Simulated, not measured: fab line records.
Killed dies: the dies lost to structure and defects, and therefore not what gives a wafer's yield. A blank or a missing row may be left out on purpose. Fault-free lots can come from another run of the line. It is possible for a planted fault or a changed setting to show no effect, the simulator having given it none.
fab line records -- flow n5Finfet -- part 2 of 2: steps 5 to 6 of 6
record: lots: 22, wafers: 66, lastDay: 18
route steps=1938 shown FIN_SAQP@124 FIN_CUT@168 DUMMY_GATE@232
lots untouched by any fault: they come from a run of this same line in which no faults occurred
startH: the number of hours between the record's first day and the start of the first shown wafer of the lot -- waitH: hours elapsed since this lot's preceding step -- " identical to the entry in the row above -- L1.1+2: a row that stands for several wafers -- - value missing, or start not given -- * or withheld: withheld -- < > ~ a bound
route shown NAME@n: a module of which the file shows steps, and the number in the route of the first -- usual: the fault-free wafers' mean and standard deviation -- same: alike in all rows -- chamber/n: place in a boat -- sites: the reading at each site -- _std_site: their standard deviation -- _edge_site: the outer-site mean with the inner-site mean subtracted -- radiusMm: how far each site lies from the wafer's centre -- mask NAME#n: copy n -- behind: the tool/chamber that last shaped the wafer -- hold: cause of the lot's hold/its duration in hours/its outcome -- device: the transistor (n, p or np) that didn't switch -- end of line: the route-end tests of the same wafers -- a step given without rows: its recipe and nothing more -- killed: not the wafer's yield, but the dies lost to structure and defects at the first sort -- map: per-die view of a wafer (x killed, . not killed, _ where there is no die)
set.NAME: the setting that was run; set.NAME@STEP: the one run at that earlier step -- model.NAME: the simulator's own value behind a step, which no gauge read
the route's steps for a sample of lots (tables are steps, rows are wafers)
services: the hour from which a tool's chamber was out of use, counted from the record's first day as startH (under 0 if before that day), plus the number of hours and why
== steps ==
step: N5_DUMMY_GATE_OVL_MEAS_16
recipe: pointsPerWafer: 522
usual: GATE_OVL: 0.3/0.83
lot.wafer,tool,chamber,startH,waitH,GATE_OVL[nm]
L074.1,overlay-02,0,45.97,0.0,-0.7
L074.3,overlay-02,0,45.97,0.0,-0.7
L074.5,overlay-02,0,45.97,0.0,-1.1
L075.3,overlay-02,0,53.37,0.0,1.0
L075.4,overlay-02,0,53.37,0.0,0.1
L075.6,overlay-02,0,53.37,0.0,0.7
L076.1,overlay-02,0,58.84,0.0,1.5
L076.3,overlay-02,0,58.84,0.0,1.3
L076.6,overlay-02,0,58.84,0.0,2.2
L077.1,overlay-02,0,67.98,0.0,0.4
L077.3,overlay-02,0,67.98,0.0,0.2
L077.5,overlay-02,0,67.98,0.0,-0.5
L078.2,overlay-01,0,74.64,0.0,1.3
L078.4,overlay-01,0,74.64,0.0,0.9
L078.5,overlay-01,0,74.64,0.0,1.8
L079.3,overlay-01,0,76.04,0.0,0.8
L079.4,overlay-01,0,76.04,0.0,1.3
L079.6,overlay-01,0,76.04,0.0,1.2
L080.1,overlay-02,0,82.55,0.0,0.5
L080.2,overlay-02,0,82.55,0.0,0.4
L080.6,overlay-02,0,82.55,0.0,-0.4
L081.2,overlay-02,0,96.55,0.0,0.3
L081.4,overlay-02,0,96.55,0.0,-0.1
L081.5,overlay-02,0,96.55,0.0,-0.6
L083.2,overlay-02,0,103.14,0.0,-0.4
L083.4,overlay-02,0,103.14,0.0,0.3
L083.5,overlay-02,0,103.14,0.0,-0.1
L084.1,overlay-02,0,108.51,0.0,-0.7
L084.3,overlay-02,0,108.51,0.0,-0.7
L084.4,overlay-02,0,108.51,0.0,-1.0
L085.3,overlay-01,0,119.41,0.0,-0.1
L085.5,overlay-01,0,119.41,0.0,-0.7
L085.6,overlay-01,0,119.41,0.0,0.0
L086.1,overlay-02,0,127.40,0.0,0.2
L086.2,overlay-02,0,127.40,0.0,0.8
L086.5,overlay-02,0,127.40,0.0,0.2
L087.2,overlay-01,0,131.19,0.0,1.2
L087.4,overlay-01,0,131.19,0.0,0.0
L087.6,overlay-01,0,131.19,0.0,0.7
L088.2,overlay-02,0,134.02,0.0,0.7
L088.3,overlay-02,0,134.02,0.0,0.7
L088.5,overlay-02,0,134.02,0.0,0.5
L089.2,overlay-02,0,141.06,0.0,1.6
L089.4,overlay-02,0,141.06,0.0,1.1
L089.6,overlay-02,0,141.06,0.0,1.7
L090.1,overlay-02,0,145.55,0.0,0.1
L090.5,overlay-02,0,145.55,0.0,1.7
L090.6,overlay-02,0,145.55,0.0,1.2
L091.2,overlay-02,0,149.03,0.0,0.3
L091.4,overlay-02,0,149.03,0.0,1.6
L091.6,overlay-02,0,149.03,0.0,0.7
L092.2,overlay-02,0,155.14,0.0,0.4
L092.5,overlay-02,0,155.14,0.0,-0.8
L092.6,overlay-02,0,155.14,0.0,0.2
L093.3,overlay-02,0,161.55,0.0,-0.8
L093.4,overlay-02,0,161.55,0.0,-0.7
L093.5,overlay-02,0,161.55,0.0,0.0
L095.1,overlay-01,0,173.55,0.0,-0.5
L095.5,overlay-01,0,173.55,0.0,1.0
L095.6,overlay-01,0,173.55,0.0,0.2
L096.1,overlay-01,0,182.89,0.0,-1.3
L096.2,overlay-01,0,182.89,0.0,-1.2
L096.3,overlay-01,0,182.89,0.0,-1.5
L097.1,overlay-02,0,187.41,0.0,0.4
L097.4,overlay-02,0,187.41,0.0,0.6
L097.5,overlay-02,0,187.41,0.0,0.9
step: N5_DUMMY_GATE_ETCH_36
recipe: chemistry: CF4, target: SiARC, targetDepthA: 130, pressureMtorr: 40, sourceW: 545, biasW: 36, Ar_flow_sccm: 100, cf4FlowSccm: 100, ionEnergyEv: 80
usual: chamberPressureMTorr: 40.00/0.04, drypumpMotorCurrentA: 5.6/0.47, oesProductAu: 0.76/0.074, rfVppV: 184.1/1.1, showerheadPlenumPTorr: 2.14/0.064, throttleValvePct: 15.74/0.29
lot.wafer,tool,chamber,startH,waitH,chamberPressureMTorr,drypumpMotorCurrentA,oesProductAu,rfHoursCounterH,rfVppV,showerheadPlenumPTorr,throttleValvePct
L074.1,rieDiel-04,3,46.17,0.0,39.99,5.3,0.74,170,185.5,2.23,15.51
L074.3,rieDiel-04,0,46.17,0.0,40.03,5.5,0.72,212,184.4,2.13,16.08
L074.5,rieDiel-04,0,46.17,0.0,40.02,5.6,0.71,-,184.2,2.13,16.07
L075.3,rieDiel-04,3,54.63,0.0,40.05,5.3,0.74,172,184.2,2.23,15.53
L075.4,rieDiel-04,0,54.63,0.0,40.03,5.6,0.70,214,181.4,2.13,16.08
L075.6,rieDiel-04,3,54.63,0.0,39.90,5.3,0.74,-,184.9,2.23,15.53
L076.1,rieDiel-06,1,59.37,0.0,40.04,5.2,0.66,226,182.6,2.03,15.82
L076.3,rieDiel-06,3,59.37,0.0,40.02,5.3,0.79,125,184.3,2.08,15.91
L076.6,rieDiel-06,1,59.37,0.0,39.93,5.2,0.67,-,183.7,2.03,15.82
L077.1,rieDiel-04,0,68.31,0.0,39.97,5.6,0.72,219,183.9,2.12,16.08
L077.3,rieDiel-04,2,68.31,0.0,40.02,6.1,0.71,191,185.3,2.22,15.95
L077.5,rieDiel-04,1,68.31,0.0,39.99,6.5,0.82,-,185.7,2.16,15.28
L078.2,rieDiel-04,3,74.83,0.0,39.94,5.3,0.73,178,185.6,2.23,15.54
L078.4,rieDiel-04,2,74.83,0.0,40.02,6.1,0.70,193,184.5,2.22,15.94
L078.5,rieDiel-04,3,74.83,0.0,40.08,5.3,0.73,-,184.9,2.23,15.53
L079.3,rieDiel-04,0,76.30,0.0,40.01,5.6,0.70,222,184.0,2.12,16.10
L079.4,rieDiel-04,1,76.30,0.0,39.98,6.5,0.81,79,184.7,2.16,15.27
L079.6,rieDiel-04,2,76.30,0.0,39.98,6.1,0.70,-,185.1,2.22,15.96
L080.1,rieDiel-02,0,82.94,0.0,40.02,6.0,0.78,148,183.9,2.14,15.94
L080.2,rieDiel-02,1,82.94,0.0,39.95,5.9,0.89,41,185.5,2.09,15.23
L080.6,rieDiel-02,1,82.94,0.0,39.97,5.9,0.89,-,182.7,2.09,15.22
L081.2,rieDiel-06,3,96.74,0.0,39.99,5.3,0.78,135,183.4,2.07,15.93
L081.4,rieDiel-06,0,96.74,0.0,39.95,5.3,0.89,28,184.7,2.11,15.69
L081.5,rieDiel-06,3,96.74,0.0,40.05,5.3,0.78,-,183.3,2.07,15.92
L083.2,rieDiel-04,1,103.34,0.0,39.99,6.5,0.81,86,184.6,2.15,15.31
L083.4,rieDiel-04,3,103.34,0.0,39.99,5.3,0.72,185,184.5,2.22,15.52
L083.5,rieDiel-04,2,103.34,0.0,40.02,6.1,0.70,-,184.0,2.22,15.96
L084.1,rieDiel-06,2,108.71,0.0,40.01,4.8,0.67,236,184.8,2.21,15.77
L084.3,rieDiel-06,1,108.71,0.0,40.03,5.1,0.66,238,183.7,2.03,15.83
L084.4,rieDiel-06,3,108.71,0.0,39.99,5.3,0.79,138,184.6,2.07,15.92
L085.3,rieDiel-04,1,119.60,0.0,40.00,6.5,0.80,90,184.1,2.15,15.31
L085.5,rieDiel-04,3,119.60,0.0,39.97,5.3,0.72,-,185.0,2.22,15.56
L085.6,rieDiel-04,2,119.60,0.0,40.01,6.1,0.69,-,183.9,2.21,15.97
L086.1,rieDiel-06,0,127.60,0.0,40.00,5.4,0.87,39,182.4,2.10,15.70
L086.2,rieDiel-06,3,127.60,0.0,40.04,5.3,0.77,145,180.9,2.07,15.94
L086.5,rieDiel-06,1,127.60,0.0,40.03,5.1,0.65,-,182.5,2.03,15.84
L087.2,rieDiel-02,1,131.38,0.0,40.04,5.9,0.87,54,184.2,2.09,15.24
L087.4,rieDiel-02,0,131.38,0.0,40.08,6.0,0.77,160,183.4,2.14,15.96
L087.6,rieDiel-02,2,131.38,0.0,39.97,5.7,0.67,-,184.4,2.13,15.53
L088.2,rieDiel-02,3,134.41,0.0,40.07,5.1,0.79,120,184.1,2.08,16.09
L088.3,rieDiel-02,0,134.41,0.0,39.98,6.0,0.77,161,182.8,2.14,15.97
L088.5,rieDiel-02,3,134.41,0.0,39.96,5.0,0.79,-,183.0,2.08,16.08
L089.2,rieDiel-02,1,141.33,0.0,40.01,5.9,0.87,57,184.6,2.09,15.24
L089.4,rieDiel-02,2,141.33,0.0,39.97,5.8,0.67,214,183.5,2.13,15.54
L089.6,rieDiel-02,0,141.33,0.0,39.97,6.0,0.77,-,185.3,2.14,15.97
L090.1,rieDiel-06,3,145.74,0.0,40.05,5.3,0.76,151,183.0,2.07,15.96
L090.5,rieDiel-06,2,145.74,0.0,39.95,4.8,0.65,-,184.1,2.21,15.80
L090.6,rieDiel-06,0,145.74,0.0,39.97,5.3,0.86,-,184.1,2.10,15.71
L091.2,rieDiel-02,2,149.22,0.0,40.02,5.8,0.68,217,183.7,2.13,15.55
L091.4,rieDiel-02,3,149.22,0.0,40.07,5.0,0.80,125,182.0,2.08,16.10
L091.6,rieDiel-02,2,149.22,0.0,39.96,5.8,0.68,-,183.9,2.13,15.53
L092.2,rieDiel-04,0,155.33,0.0,39.94,5.6,0.70,241,183.4,2.12,16.14
L092.5,rieDiel-04,0,155.33,0.0,39.94,5.5,0.69,-,183.8,2.12,16.15
L092.6,rieDiel-04,1,155.33,0.0,39.96,6.5,0.79,-,184.5,2.15,15.34
L093.3,rieDiel-04,1,161.78,0.0,39.99,6.5,0.78,102,182.8,2.15,15.34
L093.4,rieDiel-04,2,161.78,0.0,39.97,6.1,0.68,217,185.1,2.21,15.99
L093.5,rieDiel-04,3,161.78,0.0,40.02,5.3,0.72,-,184.6,2.22,15.58
L095.1,rieDiel-06,3,173.80,0.0,40.06,5.3,0.76,163,184.0,2.06,15.98
L095.5,rieDiel-06,1,173.80,0.0,39.94,5.1,0.94,-,187.2,2.28,15.35
L095.6,rieDiel-06,3,173.80,0.0,39.95,5.3,0.76,-,183.8,2.06,15.98
L096.1,rieDiel-06,0,183.09,0.0,40.01,5.3,0.84,57,182.8,2.10,15.75
L096.2,rieDiel-06,1,183.09,0.0,39.99,5.2,0.92,10,184.7,2.28,15.35
L096.3,rieDiel-06,3,183.09,0.0,39.96,5.3,0.75,167,182.8,2.06,16.00
L097.1,rieDiel-02,3,187.61,0.0,40.07,5.1,0.77,136,183.6,2.08,16.10
L097.4,rieDiel-02,0,187.61,0.0,40.05,6.0,0.74,176,183.5,2.13,15.97
L097.5,rieDiel-02,3,187.61,0.0,40.01,5.0,0.76,-,181.8,2.08,16.12
== services ==
tool,chamber,startH,hours,kind
rieDiel-01,3,-0.33,4.1,repair
rieDiel-03,2,17.48,1.4,repair
rieDiel-04,3,21.75,5.6,repair
rieDiel-02,-,27.88,28.1,pm
rieDiel-03,-,33.78,0.2,repair
rieDiel-03,1,52.70,4.1,repair
rieDiel-03,2,60.98,1.8,repair
vaporEtch-01,-,66.64,0.8,repair
rieDiel-01,-,87.14,1.0,repair
rieDiel-02,3,87.44,2.6,repair
vaporEtch-02,-,104.60,29.9,repair
rieDiel-04,2,109.23,1.6,repair
rieDiel-06,2,112.41,19.7,repair
rieDiel-04,0,138.95,5.4,repair
rieDiel-01,-,141.22,1.0,repair
rieDiel-05,-,143.37,14.6,pm
rieDiel-03,3,149.91,2.5,repair
rieDiel-02,1,177.11,5.9,repair
rieDiel-05,-,180.40,15.6,pm
rieDiel-06,1,184.00,81.3,repair
rieDiel-04,0,186.86,-,clean
rieDiel-04,0,186.86,-,consumableReplace:focusRing
rieDiel-04,0,186.86,14.6,scheduledDown
rieDiel-04,0,186.86,14.6,ventCycle
